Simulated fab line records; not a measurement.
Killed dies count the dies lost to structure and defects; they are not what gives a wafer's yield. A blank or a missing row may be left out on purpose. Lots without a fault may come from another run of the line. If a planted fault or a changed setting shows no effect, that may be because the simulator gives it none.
Matching of chambers    flow n5 finfet    N5_BEOL_M9_ETCH_65 on rie diel-06 has 4 sister chambers
The step etches SiARC in CF4, target depth 15.6 nm, time 26 s. 18 wafers are shown with their chamber, then 9 later ones without.

## WAFERS PAIRED WITH THEIR CHAMBERS
wafer   chamber  throttle valve pct (%)  showerhead plenum p Torr (Torr)  etch rf on time s (s)
L074.1  3        15.83                   2.22                             25.4
L074.2  2        15.92                   2.05                             26.3
L074.6  1        15.37                   2.05                             26.9
L078.3  3        15.84                   2.22                             25.2
L078.4  0        15.40                   2.19                             25.6
L078.6  2        15.94                   2.04                             25.8
L082.1  3        15.88                   2.22                             25.3
L082.2  1        15.39                   2.05                             26.7
L082.4  0        15.40                   2.18                             25.6
L085.1  1        15.40                   2.05                             26.7
L085.2  3        15.86                   2.22                             25.1
L085.6  1        15.40                   2.05                             26.6
L087.2  0        15.44                   2.18                             25.5
L087.3  2        15.49                   2.29                             24.7
L087.4  3        15.88                   2.21                             25.0
L092.1  0        15.44                   2.18                             26.3
L092.2  1        15.45                   2.04                             27.7
L092.3  2        15.52                   2.29                             25.5

SIGNATURES (means of the wafers above)
reading                   chamber 0  chamber 1  chamber 2  chamber 3  scatter within a chamber
throttle valve pct        15.4200    15.4020    15.7175    15.8580    0.116
showerhead plenum p Torr  2.1825     2.0480     2.1675     2.2180     0.0656
etch rf on time s         25.750     26.920     25.575     25.200     0.436
Rule: distance of a wafer from a chamber = root of the sum over the readings of ((wafer's reading minus chamber's mean) / reading's scatter) squared. If the next closest chamber is less than 2 further off than the closest, the wafer can't be placed; otherwise it belongs to the closest. The scatter is the square root of a quotient: the sum, over the shown wafers, of each reading's squared deviation from its chamber's mean, divided by wafers minus chambers.

## WAFERS MISSING THEIR CHAMBER
wafer   throttle valve pct (%)  showerhead plenum p Torr (Torr)  etch rf on time s (s)
L094.2  15.46                   2.17                             25.7
L094.3  15.45                   2.04                             27.3
L094.4  15.47                   2.17                             25.8
L093.1  15.91                   2.21                             25.4
L093.2  15.46                   2.04                             27.2
L093.4  15.92                   2.21                             25.6
L095.3  15.44                   2.04                             27.2
L095.4  15.52                   2.29                             24.8
L095.5  15.54                   2.29                             24.9

## EACH ONE'S CHAMBER
wafer   from the rows above           in truth
L094.2  can't be placed: 0 or 2       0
L094.3  1                             1
L094.4  can't be placed: 0 or 2       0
L093.1  can't be placed: 3 or 2       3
L093.2  1                             1
L093.4  can't be placed: 3 or 2       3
L095.3  1                             1
L095.4  can't be placed: 0 or 2 or 3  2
L095.5  can't be placed: 0 or 2 or 3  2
Correctly placed: 3 of 9. These rows do not allow placing 6 (true chamber among the candidates in 6). 0 placed wrongly.
